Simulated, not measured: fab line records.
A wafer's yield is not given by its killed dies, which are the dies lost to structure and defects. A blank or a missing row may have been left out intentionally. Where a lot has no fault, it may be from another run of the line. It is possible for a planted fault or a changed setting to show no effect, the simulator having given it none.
Matching of chambers :: flow n5Finfet :: N5_DUMMY_GATE_ETCH_32 on rieSi-03: 4 sister chambers
The step etches SiO2 in CF4, target depth 3.5 nm, time 3.9 s. 16 wafers are shown with their chamber, then 8 later ones without.

EACH WAFER AND ITS CHAMBER
wafer: L081.1
chamber: 0
drypumpMotorCurrentA (A): 4.9
throttleValvePct (%): 21.87
oesProductAu (a.u.): 0.978

wafer: L081.2
chamber: 1
drypumpMotorCurrentA (A): 6.6
throttleValvePct (%): 21.43
oesProductAu (a.u.): 0.997

wafer: L081.3
chamber: 2
drypumpMotorCurrentA (A): 5.7
throttleValvePct (%): 21.24
oesProductAu (a.u.): 0.980

wafer: L082.1
chamber: 1
drypumpMotorCurrentA (A): 6.6
throttleValvePct (%): 21.43
oesProductAu (a.u.): 0.994

wafer: L082.3
chamber: 0
drypumpMotorCurrentA (A): 4.9
throttleValvePct (%): 21.87
oesProductAu (a.u.): 0.973

wafer: L082.5
chamber: 1
drypumpMotorCurrentA (A): 6.6
throttleValvePct (%): 21.44
oesProductAu (a.u.): 0.978

wafer: L083.2
chamber: 3
drypumpMotorCurrentA (A): 6.4
throttleValvePct (%): 21.86
oesProductAu (a.u.): 1.018

wafer: L083.5
chamber: 1
drypumpMotorCurrentA (A): 6.5
throttleValvePct (%): 21.43
oesProductAu (a.u.): 0.987

wafer: L083.6
chamber: 2
drypumpMotorCurrentA (A): 5.7
throttleValvePct (%): 21.23
oesProductAu (a.u.): 0.991

wafer: L090.1
chamber: 3
drypumpMotorCurrentA (A): 6.4
throttleValvePct (%): 21.85
oesProductAu (a.u.): 1.013

wafer: L090.2
chamber: 1
drypumpMotorCurrentA (A): 6.6
throttleValvePct (%): 21.44
oesProductAu (a.u.): 0.989

wafer: L090.3
chamber: 0
drypumpMotorCurrentA (A): 4.9
throttleValvePct (%): 21.85
oesProductAu (a.u.): 0.987

wafer: L091.3
chamber: 2
drypumpMotorCurrentA (A): 5.7
throttleValvePct (%): 21.26
oesProductAu (a.u.): 1.001

wafer: L091.4
chamber: 1
drypumpMotorCurrentA (A): 6.5
throttleValvePct (%): 21.44
oesProductAu (a.u.): 0.990

wafer: L091.6
chamber: 0
drypumpMotorCurrentA (A): 4.9
throttleValvePct (%): 21.86
oesProductAu (a.u.): 0.975

wafer: L093.1
chamber: 0
drypumpMotorCurrentA (A): 4.9
throttleValvePct (%): 21.87
oesProductAu (a.u.): 0.978

SIGNATURES (averages over the wafers above)
reading: drypumpMotorCurrentA
chamber 0: 4.900
chamber 1: 6.567
chamber 2: 5.700
chamber 3: 6.400
scatter within a chamber: 0.0333

reading: throttleValvePct
chamber 0: 21.8640
chamber 1: 21.4350
chamber 2: 21.2433
chamber 3: 21.8550
scatter within a chamber: 0.00907

reading: oesProductAu
chamber 0: 0.97820
chamber 1: 0.98917
chamber 2: 0.99067
chamber 3: 1.01550
scatter within a chamber: 0.00685
Rule: for each reading, subtract the chamber's mean from the wafer's reading, divide by that reading's scatter and square the result; add these up over the readings and take the root, which gives the wafer's distance from the chamber. If the next closest chamber is less than 2 further off than the closest, the wafer can't be placed; otherwise it belongs to the closest. The scatter: take each reading less its chamber's mean, square it, sum over the shown wafers, divide by the number of wafers less the number of chambers, and take the root.

WAFERS MISSING THEIR CHAMBER
wafer: L093.4
drypumpMotorCurrentA (A): 6.5
throttleValvePct (%): 21.42
oesProductAu (a.u.): 0.987

wafer: L093.6
drypumpMotorCurrentA (A): 6.6
throttleValvePct (%): 21.42
oesProductAu (a.u.): 0.988

wafer: L095.1
drypumpMotorCurrentA (A): 6.4
throttleValvePct (%): 21.85
oesProductAu (a.u.): 1.007

wafer: L095.2
drypumpMotorCurrentA (A): 6.6
throttleValvePct (%): 21.42
oesProductAu (a.u.): 0.999

wafer: L095.3
drypumpMotorCurrentA (A): 4.9
throttleValvePct (%): 21.86
oesProductAu (a.u.): 0.968

wafer: L097.1
drypumpMotorCurrentA (A): 4.9
throttleValvePct (%): 21.85
oesProductAu (a.u.): 0.981

wafer: L097.3
drypumpMotorCurrentA (A): 6.4
throttleValvePct (%): 21.85
oesProductAu (a.u.): 1.009

wafer: L097.6
drypumpMotorCurrentA (A): 5.7
throttleValvePct (%): 21.25
oesProductAu (a.u.): 0.991

EACH ONE'S CHAMBER
wafer: L093.4
from the rows above: 1
in truth: 1

wafer: L093.6
from the rows above: 1
in truth: 1

wafer: L095.1
from the rows above: 3
in truth: 3

wafer: L095.2
from the rows above: 1
in truth: 1

wafer: L095.3
from the rows above: 0
in truth: 0

wafer: L097.1
from the rows above: 0
in truth: 0

wafer: L097.3
from the rows above: 3
in truth: 3

wafer: L097.6
from the rows above: 2
in truth: 2
Placed correctly: 8 of 8. Left unplaced by these rows: 0. Number placed wrongly: 0.
